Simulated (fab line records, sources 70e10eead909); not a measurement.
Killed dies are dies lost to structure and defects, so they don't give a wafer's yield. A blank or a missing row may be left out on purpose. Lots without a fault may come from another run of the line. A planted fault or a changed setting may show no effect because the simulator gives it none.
fab line records | flow nand_harc
record lots=24 wafers=72 last_day=24
route steps=1159 shown A_CHANNEL_HOLE_D1@484 A_CHANNEL_FILL_D1@518 A_STAIRCASE@549
lots that met no fault: from a run of the same line without faults
start_h: hours from the record's first day to the start of the lot's first wafer shown | wait_h: hours since the lot's step before | " the same as in the row above | L1.1+2: a row that stands for several wafers | - no value, or no start given | * or withheld: withheld | < > ~ a bound
route shown NAME@n: a module of which the file shows steps, and the number in the route of the first | usual: mean/standard deviation of fault-free wafers | same: alike in all rows | chamber/n: place in a boat | sites: the reading at each site | _std_site: their standard deviation | _edge_site: outer sites' mean less inner sites' | radius_mm: how far each site lies from the wafer's centre | mask NAME#n: copy n | behind: the tool/chamber that last shaped the wafer | hold: why the lot was held/for how many hours/how that ended | device: the transistor (n, p or np) that didn't switch | end of line: the same wafers' tests at the end of the route | a step without rows: its recipe alone | killed: dies lost to structure and defects at the first sort, not the wafer's yield | map: a wafer's dies, x killed, . not, _ none there
set.NAME: the setting as run; set.NAME@STEP: as run at that earlier step | model.NAME: the simulator's own value behind a step, which no gauge read
steps of the route over a sample of lots; a table a step, a row a wafer
services: from which hour (start_h, from the record's first day; less than 0 if before it) a tool's chamber was out of use, for how many hours, and why
## steps
# step NHARC_A_CHANNEL_HOLE_D1_STRIP_27
# recipe o2_flow_sccm=500 ar_flow_sccm=0 bias_w=0 chemistry=O2
# usual drypump_motor_current_A=5.5/0.46 oes_product_au=0.996/0.012 rf_vpp_V=57.7/0.99 showerhead_plenum_p_Torr=3.52/0.16 throttle_valve_pct=17.036/0.0085
# columns lot.wafer tool chamber start_h wait_h drypump_motor_current_A oes_product_au rf_hours_counter_h rf_vpp_V showerhead_plenum_p_Torr throttle_valve_pct
L075.3 rie_diel-09 2 - - 5.2 1.006 7 58.4 3.70 17.035
L075.2 " 3 " " 5.6 0.991 8 56.9 3.41 17.047
L075.6 " 1 " " 6.4 0.982 - 58.1 3.72 17.042
L074.4 rie_diel-13 3 - - 5.8 0.987 5 56.6 3.34 17.048
L074.3 " 0 " " 5.4 1.005 7 58.8 3.66 17.053
L074.5 " 2 " " 5.9 0.969 - 59.5 3.78 17.052
L077.4 rie_diel-11 1 - - 4.9 1.004 9 57.3 3.36 17.028
L077.2 " 3 " " 5.8 1.024 9 57.6 3.42 17.041
L077.5 " 0 " " 5.0 1.016 - 58.5 3.74 17.046
L076.4 rie_diel-11 3 - - 5.8 0.987 0 56.9 3.42 17.031
L076.2 " 1 " " 4.9 0.992 0 57.5 3.36 17.038
L076.3 " 2 " " 5.4 1.004 0 56.8 3.37 17.049
L078.1 rie_diel-11 2 - - 5.4 1.009 1 56.4 3.37 17.036
L078.2 " 0 " " 5.0 1.001 1 57.9 3.74 17.027
L078.6 " 2 " " 5.4 1.005 - 57.5 3.37 17.025
L080.1 rie_diel-13 1 - - 5.2 0.983 8 58.1 3.52 17.029
L080.3 " 3 " " 5.9 1.001 7 55.9 3.34 17.035
L080.6 " 1 " " 5.2 0.991 - 58.4 3.52 17.026
L079.1 rie_diel-11 3 - - 5.8 0.995 1 56.6 3.42 17.034
L079.2 " 1 " " 4.9 0.979 2 57.3 3.35 17.046
L079.5 " 0 " " 5.0 0.998 - 56.9 3.74 17.039
L081.1 rie_diel-09 1 - - 6.4 0.985 10 57.4 3.71 17.035
L081.2 " 2 " " 5.2 1.003 10 60.5 3.70 17.050
L081.4 " 3 " " 5.6 1.013 11 58.0 3.41 17.030
L082.1 rie_diel-11 1 - - 4.9 0.991 3 56.8 3.36 17.015
L082.4 " 1 " " 4.9 0.990 - 57.2 3.35 17.046
L082.5 " 3 " " 5.8 0.993 - 56.8 3.42 17.032
L083.2 rie_diel-13 3 - - 5.8 0.995 9 56.9 3.34 17.029
L083.3 " 2 " " 5.9 0.967 9 59.4 3.78 17.026
L083.6 " 3 " " 5.8 1.005 - 58.0 3.34 17.016
L084.1 rie_diel-09 1 - - 6.4 0.993 11 58.7 3.71 17.040
L084.2 " 0 " " 6.3 0.987 12 58.0 3.38 17.043
L084.5 " 2 " " 5.2 0.998 - 59.0 3.70 17.037
L085.4 rie_diel-13 0 - - 5.5 0.989 12 58.0 3.66 17.029
L085.2 " 2 " " 6.0 0.971 11 57.1 3.77 17.036
L085.5 " 1 " " 5.2 0.992 - 57.8 3.51 17.035
L087.1 rie_diel-11 3 - - 5.8 0.980 4 56.9 3.41 17.031
L087.4 " 0 " " 5.0 0.991 3 59.7 3.74 17.029
L087.2 " 1 " " 4.9 0.985 4 58.3 3.35 17.029
L086.2 rie_diel-13 0 - - 5.4 0.993 12 58.5 3.66 17.040
L086.5 " 0 " " 5.4 0.998 - 58.8 3.66 17.048
L086.6 " 1 " " 5.2 0.983 - 58.5 3.51 17.023
L088.4 rie_diel-11 3 - - 5.8 0.994 5 57.6 3.41 17.024
L088.3 " 0 " " 5.0 1.006 3 60.2 3.74 17.032
L088.5 " 3 " " 5.8 0.990 - 57.3 3.41 17.024
L090.1 rie_diel-13 2 - - 5.9 0.989 12 57.9 3.77 17.043
L090.3 " 1 " " 5.2 0.998 13 56.7 3.51 17.057
L090.5 " 3 " " 5.9 1.005 - 56.9 3.34 17.040
L089.2 rie_diel-09 3 - - 5.6 1.003 0 56.4 3.41 17.027
L089.6 " 3 " " 5.6 1.014 - 57.2 3.41 17.040
L089.4 " 1 " " 6.4 0.980 - 57.5 3.71 17.033
L091.2 rie_diel-11 3 - - 5.8 0.999 6 57.6 3.41 17.037
L091.1 " 0 " " 5.0 1.008 5 58.8 3.74 17.035
L091.5 " 3 " " 5.8 1.000 - 56.3 3.41 17.036
L092.3 rie_diel-09 0 - - 6.3 1.010 0 57.3 3.38 17.037
L092.2 " 2 " " 5.2 0.985 2 58.1 3.69 17.034
L092.6 " 0 " " 6.3 1.013 - 58.2 3.38 17.034
L094.1 rie_diel-09 2 - - 5.2 0.998 3 58.4 3.69 17.030
L094.3 " 1 " " 6.4 0.983 3 58.4 3.71 17.020
L094.6 " 3 " " 5.6 1.009 - 57.6 3.41 17.052
L093.4 rie_diel-11 1 - - 4.9 0.993 8 56.0 3.35 17.036
L093.1 " 2 " " 5.4 1.012 8 56.5 3.36 17.036
L093.2 " 0 " " 5.0 1.016 6 58.9 3.74 17.039
L095.4 rie_diel-11 1 - - 4.9 0.984 8 57.7 3.35 17.045
L095.2 " 0 " " 5.0 1.008 6 58.9 3.74 17.039
L095.6 " 1 " " 4.9 0.992 - 56.9 3.35 17.043
L096.4 rie_diel-11 0 - - 5.0 1.014 6 59.2 3.74 17.033
L096.2 " 2 " " 5.4 1.003 9 57.0 3.36 17.037
L096.5 " 3 " " 5.7 1.004 - 57.2 3.41 17.035
L097.3 rie_diel-09 0 - - 6.3 1.002 3 56.9 3.38 17.038
L097.4 " 1 " " 6.4 0.995 6 57.5 3.71 17.046
L097.5 " 1 " " 6.4 0.991 - 58.2 3.71 17.043
# step NHARC_A_CHANNEL_FILL_D1_INSPECT_13
# usual raw_defect_count=303/100
# columns lot.wafer tool chamber start_h wait_h raw_defect_count
L074.3 defect_inspect-02 - 233.41 0.1 265
L074.4 " - " " 222
L074.5 " - " " 331
L075.2 defect_inspect-01 - 233.41 0.1 294
L075.3 " - " " 367
L075.6 " - " " 437
L077.2 defect_inspect-02 - 237.05 0.1 430
L077.4 " - " " 312
L077.5 " - " " 437
L076.2 defect_inspect-02 - 248.77 0.1 300
L076.3 " - " " 357
L076.4 " - " " 387
L080.1 defect_inspect-02 - 256.57 0.2 372
L080.3 " - " " 200
L080.6 " - " " 142
L079.1 defect_inspect-02 - 260.26 0.2 202
L079.2 " - " " 295
L079.5 " - " " 152
L078.1 defect_inspect-02 - 260.43 0.2 333
L078.2 " - " " 308
L078.6 " - " " 201
L081.1 defect_inspect-02 - 276.49 0.2 241
L081.2 " - " " 407
L081.4 " - " " 331
L082.1 defect_inspect-02 - 284.29 0.2 366
L082.4 " - " " 488
L082.5 " - " " 485
L083.2 defect_inspect-01 - 284.29 0.1 141
L083.3 " - " " 274
L083.6 " - " " 149
L084.1 defect_inspect-02 - 292.18 0.2 345
L084.2 " - " " 431
L084.5 " - " " 313
L085.2 defect_inspect-02 - 294.73 0.1 190
L085.4 " - " " 249
L085.5 " - " " 223
L086.2 defect_inspect-01 - 299.92 0.1 282
L086.5 " - " " 292
L086.6 " - " " 373
L087.1 defect_inspect-02 - 299.92 0.2 309
L087.2 " - " " 232
L087.4 " - " " 233
L088.3 defect_inspect-01 - 312.40 0.1 355
L088.4 " - " " 476
L088.5 " - " " 321
L089.2 defect_inspect-01 - 320.18 0.1 386
L089.4 " - " " 501
L089.6 " - " " 358
L090.1 defect_inspect-02 - 320.23 0.2 464
L090.3 " - " " 315
L090.5 " - " " 326
L091.1 defect_inspect-02 - 332.52 0.2 318
L091.2 " - " " 340
L091.5 " - " " 252
L092.2 defect_inspect-02 - 339.76 0.1 327
L092.3 " - " " 168
L092.6 " - " " 182
L094.1 defect_inspect-02 - 347.72 0.2 380
L094.3 " - " " 177
L094.6 " - " " 190
L093.1 defect_inspect-01 - 347.81 0.2 427
L093.2 " - " " 515
L093.4 " - " " 563
L095.2 defect_inspect-02 - 353.08 0.1 279
L095.4 " - " " 263
L095.6 " - " " 454
L096.2 defect_inspect-02 - 359.89 0.2 630
L096.4 " - " " 356
L096.5 " - " " 235
L097.3 defect_inspect-01 - 375.83 0.1 405
L097.4 " - " " 334
L097.5 " - " " 149
# step NHARC_A_STAIRCASE_ETCH_13
# recipe target_depth_a=1000 time_s=40.5 ion_energy_ev=400 c4f8_flow_sccm=20 o2_flow_sccm=10 ar_flow_sccm=withheld rf_w=600 bias_w=1000 chemistry=C4F8/O2
# usual oes_product_au=0.936/0.012 rf_vpp_V=893/4.5
# same time_s=40.5
# columns lot.wafer tool chamber start_h wait_h oes_product_au rf_hours_counter_h rf_vpp_V
L074.3 rie_diel-12 2 - - 0.919 8 902
L074.4 " 3 " " 0.920 12 903
L074.5 " 2 " " 0.921 - 901
L075.3 rie_diel-08 2 - - 0.937 40 899
L075.2 " 0 " " 0.949 38 889
L075.6 " 2 " " 0.936 - 899
L077.4 rie_diel-03 2 - - 0.925 6 889
L077.2 " 3 " " 0.927 5 894
L077.5 " 3 " " 0.934 - 894
L076.2 rie_diel-08 1 - - 0.962 44 893
L076.4 " 2 " " 0.952 47 899
L076.3 " 0 " " 0.937 44 889
L080.3 rie_diel-12 2 - - 0.931 17 901
L080.1 " 1 " " 0.913 19 891
L080.6 " 2 " " 0.921 - 900
L079.2 rie_diel-03 2 - - 0.955 15 889
L079.1 " 3 " " 0.949 13 895
L079.5 " 2 " " 0.956 - 891
L078.1 rie_diel-12 2 - - 0.942 19 901
L078.2 " 3 " " 0.951 23 902
L078.6 " 0 " " 0.940 - 894
L081.1 rie_diel-12 0 - - 0.946 28 894
L081.4 " 1 " " 0.925 26 889
L081.2 " 2 " " 0.936 24 900
L083.2 rie_diel-12 3 - - 0.925 33 901
L083.3 " 0 " " 0.930 33 894
L083.6 " 2 " " 0.916 - 899
L082.4 rie_diel-12 3 - - 0.919 33 901
L082.1 " 1 " " 0.919 29 890
L082.5 " 0 " " 0.935 - 893
L084.2 rie_diel-12 0 - - 0.932 36 890
L084.1 " 1 " " 0.917 32 890
L084.5 " 0 " " 0.931 - 893
L085.2 rie_diel-08 0 - - 0.924 62 889
L085.4 " 2 " " 0.915 64 899
L085.5 " 0 " " 0.919 - 889
L086.2 rie_diel-03 3 - - 0.944 25 895
L086.6 " 1 " " 0.928 - 891
L086.5 " 2 " " 0.942 - 888
L087.4 rie_diel-03 3 - - 0.945 26 892
L087.1 " 0 " " 0.944 27 887
L087.2 " 1 " " 0.939 29 890
L088.4 rie_diel-08 2 - - 0.937 1 898
L088.3 " 3 " " 0.950 2 892
L088.5 " 2 " " 0.935 - 898
L089.2 rie_diel-12 3 - - 0.933 49 902
L089.4 " 2 " " 0.945 - 901
L089.6 " 1 " " 0.934 - 889
L090.3 rie_diel-08 3 - - 0.925 5 890
L090.1 " 0 " " 0.921 5 889
L090.5 " 3 " " 0.933 - 893
L091.2 rie_diel-03 0 - - 0.937 40 888
L091.1 " 3 " " 0.931 39 895
L091.5 " 1 " " 0.922 - 891
L092.3 rie_diel-12 1 - - 0.950 53 889
L092.2 " 3 " " 0.951 58 900
L092.6 " 2 " " 0.945 - 899
L094.3 rie_diel-08 3 - - 0.936 14 893
L094.1 " 1 " " 0.953 12 892
L094.6 " 3 " " 0.943 - 893
L093.2 rie_diel-03 1 - - 0.933 46 891
L093.4 " 2 " " 0.943 44 889
L093.1 " 3 " " 0.952 43 893
L095.2 rie_diel-12 0 - - 0.948 46 891
L095.4 " 3 " " 0.952 61 902
L095.6 " 0 " " 0.956 - 893
L096.4 rie_diel-08 0 - - 0.960 17 889
L096.2 " 1 " " 0.944 16 892
L096.5 " 3 " " 0.923 - 890
L097.3 rie_diel-08 2 - - 0.940 22 897
L097.4 " 3 " " 0.926 24 893
L097.5 " 3 " " 0.925 - 892
# step NHARC_A_STAIRCASE_TRIM_16
# recipe time_s=211.2 o2_flow_sccm=500 ar_flow_sccm=0 bias_w=0 chemistry=O2
# usual drypump_motor_current_A=6.0/0.39 oes_product_au=1.000/0.01 rf_vpp_V=57.5/0.99 showerhead_plenum_p_Torr=3.46/0.12 throttle_valve_pct=17.036/0.0088
# same time_s=211.2
# columns lot.wafer tool chamber start_h wait_h drypump_motor_current_A oes_product_au rf_hours_counter_h rf_vpp_V showerhead_plenum_p_Torr throttle_valve_pct
L074.4 rie_diel-12 2 - - 6.3 0.998 9 57.8 3.66 17.021
L074.3 " 0 " " 5.6 1.014 11 58.0 3.47 17.025
L074.5 " 2 " " 6.3 1.000 - 57.8 3.66 17.039
L075.2 rie_diel-08 1 - - 5.9 1.002 38 58.4 3.43 17.034
L075.3 " 2 " " 6.5 0.993 40 57.0 3.60 17.037
L075.6 " 2 " " 6.5 1.000 - 56.7 3.60 17.040
L077.4 rie_diel-03 2 - - 5.6 1.005 7 55.8 3.36 17.042
L077.2 " 1 " " 6.0 0.992 8 56.9 3.40 17.037
L077.5 " 3 " " 5.3 1.004 - 56.7 3.46 17.045
L076.4 rie_diel-08 0 - - 6.3 0.998 44 56.5 3.34 17.033
L076.2 " 1 " " 5.9 1.023 44 57.6 3.43 17.049
L076.3 " 2 " " 6.5 1.002 47 57.8 3.59 17.044
L080.1 rie_diel-12 1 - - 5.9 0.984 20 57.4 3.37 17.024
L080.3 " 2 " " 6.3 0.997 18 56.5 3.66 17.049
L080.6 " 0 " " 5.7 0.994 - 57.1 3.46 17.027
L079.1 rie_diel-03 0 - - 6.5 1.007 16 57.5 3.32 17.034
L079.2 " 1 " " 6.0 0.996 17 56.2 3.40 17.035
L079.5 " 0 " " 6.5 1.008 - 55.9 3.32 17.040
L078.1 rie_diel-12 1 - - 5.9 0.979 21 56.0 3.36 17.022
L078.2 " 2 " " 6.3 0.990 19 58.7 3.66 17.039
L078.6 " 2 " " 6.3 0.994 - 57.2 3.66 17.033
L081.4 rie_diel-12 3 - - 6.5 0.996 28 58.1 3.68 17.036
L081.1 " 0 " " 5.7 1.009 29 57.9 3.46 17.048
L081.2 " 1 " " 5.9 0.988 27 57.1 3.36 17.026
L083.3 rie_diel-12 0 - - 5.7 1.007 33 57.9 3.46 17.043
L083.2 " 1 " " 5.9 0.984 30 57.9 3.36 17.031
L083.6 " 0 " " 5.7 0.992 - 59.3 3.46 17.025
L082.4 rie_diel-12 1 - - 5.9 0.987 30 56.3 3.36 17.047
L082.1 " 0 " " 5.7 0.991 33 56.8 3.46 17.028
L082.5 " 2 " " 6.3 0.990 - 58.0 3.65 17.034
L084.1 rie_diel-12 2 - - 6.3 0.997 30 58.8 3.65 17.035
L084.2 " 0 " " 5.6 1.000 36 57.1 3.45 17.016
L084.5 " 2 " " 6.3 0.997 - 57.4 3.65 17.036
L085.2 rie_diel-08 1 - - 5.9 1.010 63 57.5 3.42 17.036
L085.4 " 2 " " 6.5 0.989 65 57.9 3.58 17.054
L085.5 " 1 " " 5.9 1.007 - 56.9 3.42 17.042
L086.2 rie_diel-03 3 - - 5.3 1.019 26 57.4 3.45 17.027
L086.5 " 2 " " 5.6 1.006 - 58.2 3.35 17.052
L086.6 " 3 " " 5.3 1.019 - 57.9 3.45 17.036
L087.4 rie_diel-03 0 - - 6.5 0.998 27 58.8 3.31 17.029
L087.2 " 1 " " 6.0 1.000 29 58.1 3.39 17.030
L087.1 " 2 " " 5.6 1.005 28 57.1 3.35 17.042
L088.3 rie_diel-08 0 - - 6.2 0.983 2 58.2 3.33 17.046
L088.4 " 2 " " 6.4 0.981 2 58.1 3.58 17.042
L088.5 " 1 " " 5.9 1.005 - 57.6 3.41 17.037
L089.2 rie_diel-12 3 - - 6.5 0.988 50 58.3 3.66 17.045
L089.4 " 1 " " 5.9 0.992 - 57.1 3.35 17.048
L089.6 " 2 " " 6.3 0.998 - 56.9 3.64 17.031
L090.3 rie_diel-08 0 - - 6.3 0.997 6 57.1 3.33 17.039
L090.1 " 2 " " 6.5 0.999 5 58.5 3.58 17.015
L090.5 " 3 " " 5.5 0.999 - 57.8 3.43 17.047
L091.2 rie_diel-03 2 - - 5.6 1.017 40 58.0 3.34 17.045
L091.1 " 0 " " 6.5 1.011 40 55.7 3.31 17.030
L091.5 " 2 " " 5.6 1.014 - 57.2 3.34 17.027
L092.2 rie_diel-12 2 - - 6.3 1.009 53 58.7 3.64 17.030
L092.3 " 0 " " 5.7 1.010 41 56.7 3.45 17.029
L092.6 " 3 " " 6.5 0.995 - 57.7 3.66 17.025
L094.1 rie_diel-08 3 - - 5.5 0.991 14 57.9 3.42 17.033
L094.3 " 2 " " 6.5 0.996 14 59.1 3.58 17.020
L094.6 " 3 " " 5.6 0.991 - 55.9 3.42 17.040
L093.4 rie_diel-03 2 - - 5.6 1.018 45 55.6 3.34 17.038
L093.2 " 0 " " 6.5 1.009 46 56.6 3.30 17.043
L093.1 " 1 " " 6.0 1.002 47 56.3 3.38 17.039
L095.4 rie_diel-12 1 - - 5.9 0.990 58 56.5 3.34 17.048
L095.2 " 2 " " 6.3 0.998 58 58.2 3.64 17.054
L095.6 " 0 " " 5.7 1.006 - 58.4 3.45 17.045
L096.2 rie_diel-08 1 - - 5.9 1.000 16 58.9 3.41 17.051
L096.4 " 2 " " 6.4 1.000 17 56.4 3.57 17.030
L096.5 " 2 " " 6.5 1.002 - 57.4 3.57 17.038
L097.3 rie_diel-08 3 - - 5.6 0.993 26 57.5 3.41 17.030
L097.4 " 0 " " 6.3 1.001 25 57.1 3.32 17.046
L097.5 " 3 " " 5.6 0.989 - 58.2 3.42 17.028
# step NHARC_A_STAIRCASE_ETCH_19
# recipe target_depth_a=1000 time_s=40.5 ion_energy_ev=400 c4f8_flow_sccm=20 o2_flow_sccm=10 ar_flow_sccm=withheld rf_w=600 bias_w=1000 chemistry=C4F8/O2
# usual oes_product_au=0.940/0.012 rf_vpp_V=893/4.5
# same time_s=40.5
# columns lot.wafer tool chamber start_h wait_h oes_product_au rf_hours_counter_h rf_vpp_V
L074.3 rie_diel-12 3 - - 0.941 12 901
L074.4 " 0 " " 0.945 11 894
L074.5 " 3 " " 0.942 - 903
L075.3 rie_diel-08 1 - - 0.943 39 892
L075.2 " 0 " " 0.913 39 890
L075.6 " 2 " " 0.938 - 899
L077.2 rie_diel-03 3 - - 0.943 6 894
L077.4 " 0 " " 0.941 7 890
L077.5 " 2 " " 0.930 - 888
L076.2 rie_diel-08 1 - - 0.960 44 892
L076.3 " 2 " " 0.950 47 896
L076.4 " 3 " " 0.943 47 894
L080.1 rie_diel-12 3 - - 0.943 22 902
L080.3 " 1 " " 0.938 21 889
L080.6 " 3 " " 0.943 - 900
L078.1 rie_diel-12 1 - - 0.938 22 890
L078.2 " 0 " " 0.942 24 894
L078.6 " 2 " " 0.936 - 901
L079.2 rie_diel-03 3 - - 0.958 14 894
L079.1 " 0 " " 0.944 16 888
L079.5 " 1 " " 0.949 - 891
L081.2 rie_diel-12 0 - - 0.940 29 892
L081.4 " 2 " " 0.947 24 901
L081.1 " 3 " " 0.938 29 900
L083.2 rie_diel-12 3 - - 0.929 34 901
L083.3 " 2 " " 0.931 28 901
L083.6 " 0 " " 0.928 - 892
L082.4 rie_diel-12 1 - - 0.919 30 890
L082.1 " 2 " " 0.949 28 901
L082.5 " 0 " " 0.929 - 893
L084.1 rie_diel-12 0 - - 0.956 36 894
L084.2 " 2 " " 0.948 30 900
L084.5 " 1 " " 0.941 - 890
L085.4 rie_diel-08 3 - - 0.939 64 892
L085.2 " 0 " " 0.933 63 889
L085.5 " 3 " " 0.921 - 892
L086.2 rie_diel-03 2 - - 0.938 28 891
L086.6 " 3 " " 0.954 - 894
L086.5 " 0 " " 0.940 - 888
L087.2 rie_diel-03 1 - - 0.949 29 891
L087.4 " 2 " " 0.959 28 889
L087.1 " 0 " " 0.950 27 888
L088.3 rie_diel-08 1 - - 0.933 2 891
L088.4 " 3 " " 0.933 2 892
L088.5 " 0 " " 0.930 - 888
L089.2 rie_diel-12 3 - - 0.925 50 902
L089.6 " 1 " " 0.929 - 890
L089.4 " 2 " " 0.938 - 899
L090.3 rie_diel-08 1 - - 0.936 5 892
L090.1 " 3 " " 0.931 6 892
L090.5 " 1 " " 0.939 - 892
L091.1 rie_diel-03 0 - - 0.965 40 888
L091.2 " 1 " " 0.942 41 891
L091.5 " 0 " " 0.956 - 888
L092.3 rie_diel-12 0 - - 0.945 42 893
L092.2 " 3 " " 0.940 59 901
L092.6 " 0 " " 0.952 - 892
L094.1 rie_diel-08 3 - - 0.926 15 892
L094.3 " 0 " " 0.917 13 888
L094.6 " 3 " " 0.933 - 891
L093.4 rie_diel-03 0 - - 0.949 46 887
L093.1 " 2 " " 0.957 45 888
L093.2 " 3 " " 0.943 44 894
L095.4 rie_diel-12 1 - - 0.944 58 890
L095.2 " 0 " " 0.948 47 893
L095.6 " 2 " " 0.955 - 900
L096.2 rie_diel-08 2 - - 0.931 17 897
L096.4 " 3 " " 0.931 18 892
L096.5 " 1 " " 0.945 - 890
L097.4 rie_diel-08 1 - - 0.970 23 891
L097.3 " 2 " " 0.959 24 899
L097.5 " 3 " " 0.938 - 893
# step NHARC_A_STAIRCASE_ETCH_27
# recipe target_depth_a=1000 time_s=40.5 ion_energy_ev=400 c4f8_flow_sccm=20 o2_flow_sccm=10 ar_flow_sccm=withheld rf_w=600 bias_w=1000 chemistry=C4F8/O2
# usual oes_product_au=0.940/0.01 rf_vpp_V=895/4.8
# same time_s=40.5
# columns lot.wafer tool chamber start_h wait_h oes_product_au rf_hours_counter_h rf_vpp_V
L074.4 rie_diel-12 2 - - 0.921 10 900
L074.3 " 3 " " 0.931 13 902
L074.5 " 1 " " 0.930 - 890
L075.2 rie_diel-12 3 - - 0.931 13 902
L075.3 " 1 " " 0.941 11 892
L075.6 " 3 " " 0.923 - 901
L077.4 rie_diel-08 3 - - 0.931 44 892
L077.2 " 0 " " 0.926 42 889
L077.5 " 1 " " 0.949 - 892
L076.2 rie_diel-12 0 - - 0.943 19 894
L076.3 " 1 " " 0.940 18 890
L076.4 " 2 " " 0.943 16 901
L080.1 rie_diel-12 0 - - 0.937 23 892
L080.3 " 2 " " 0.941 19 900
L080.6 " 3 " " 0.942 - 901
L078.2 rie_diel-12 3 - - 0.935 24 903
L078.1 " 2 " " 0.924 20 901
L078.6 " 0 " " 0.939 - 894
L079.1 rie_diel-12 2 - - 0.934 20 899
L079.2 " 3 " " 0.930 24 900
L079.5 " 2 " " 0.935 - 900
L081.2 rie_diel-03 1 - - 0.947 21 891
L081.4 " 3 " " 0.955 17 894
L081.1 " 0 " " 0.953 19 889
L082.4 rie_diel-08 2 - - 0.944 62 899
L082.1 " 1 " " 0.956 59 891
L082.5 " 2 " " 0.946 - 900
L083.3 rie_diel-12 2 - - 0.934 29 900
L083.2 " 1 " " 0.910 31 890
L083.6 " 2 " " 0.941 - 900
L084.2 rie_diel-08 2 - - 0.930 64 899
L084.1 " 0 " " 0.931 62 889
L084.5 " 2 " " 0.928 - 898
L085.4 rie_diel-08 3 - - 0.929 65 893
L085.2 " 1 " " 0.970 64 893
L085.5 " 2 " " 0.940 - 898
L086.2 rie_diel-12 3 - - 0.933 42 901
L086.6 " 1 " " 0.933 - 889
L086.5 " 2 " " 0.937 - 900
L087.1 rie_diel-12 3 - - 0.939 43 901
L087.2 " 1 " " 0.936 37 890
L087.4 " 2 " " 0.950 - 901
L088.4 rie_diel-08 1 - - 0.938 2 892
L088.3 " 3 " " 0.937 3 890
L088.5 " 2 " " 0.937 - 900
L089.2 rie_diel-12 3 - - 0.935 51 900
L089.4 " 1 " " 0.936 - 889
L089.6 " 3 " " 0.937 - 902
L090.3 rie_diel-03 3 - - 0.974 36 893
L090.1 " 1 " " 0.936 37 891
L090.5 " 0 " " 0.949 - 887
L091.1 rie_diel-12 2 - - 0.946 51 898
L091.2 " 3 " " 0.936 57 899
L091.5 " 1 " " 0.938 - 890
L092.3 rie_diel-12 3 - - 0.935 59 901
L092.2 " 0 " " 0.944 42 895
L092.6 " 0 " " 0.954 - 893
L094.1 rie_diel-08 2 - - 0.957 14 897
L094.3 " 3 " " 0.946 15 893
L094.6 " 2 " " 0.949 - 896
L093.1 rie_diel-12 0 - - 0.948 45 894
L093.2 " 1 " " 0.928 57 889
L093.4 " 2 " " 0.945 57 900
L095.4 rie_diel-12 3 - - 0.936 62 900
L095.2 " 0 " " 0.950 47 893
L095.6 " 2 " " 0.940 - 900
L096.4 rie_diel-08 3 - - 0.930 19 892
L096.2 " 1 " " 0.937 17 893
L096.5 " 3 " " 0.934 - 892
L097.3 rie_diel-03 1 - - 0.951 56 889
L097.4 " 2 " " 0.951 53 888
L097.5 " 1 " " 0.955 - 891
## services
# columns tool chamber start_h hours kind
rie_diel-08 - 159.44 3.6 repair
rie_diel-11 2 172.02 2.8 repair
rie_diel-12 0 181.41 - clean
rie_diel-12 1 181.41 - clean
rie_diel-12 2 181.41 - clean
rie_diel-12 3 181.41 - clean
rie_diel-09 2 185.09 3.5 repair
rie_diel-03 - 187.98 0.3 repair
rie_diel-11 - 189.50 9.0 pm
rie_diel-03 - 198.59 8.3 repair
rie_diel-12 - 202.45 9.0 pm
rie_diel-12 0 202.45 9.0 vent_cycle
rie_diel-09 1 206.67 8.8 repair
rie_diel-03 - 215.49 9.0 pm
rie_diel-11 0 221.86 9.0 repair
rie_diel-12 2 227.10 3.9 repair
rie_diel-09 0 249.41 38.3 repair
rie_diel-09 - 254.10 9.0 pm
rie_diel-13 - 255.59 2.7 repair
rie_diel-13 - 276.00 9.0 pm
rie_diel-08 - 301.95 9.0 pm
rie_diel-12 0 306.04 36.1 repair
rie_diel-11 - 366.50 9.0 pm
rie_diel-12 - 379.45 9.0 pm
## key
fault none
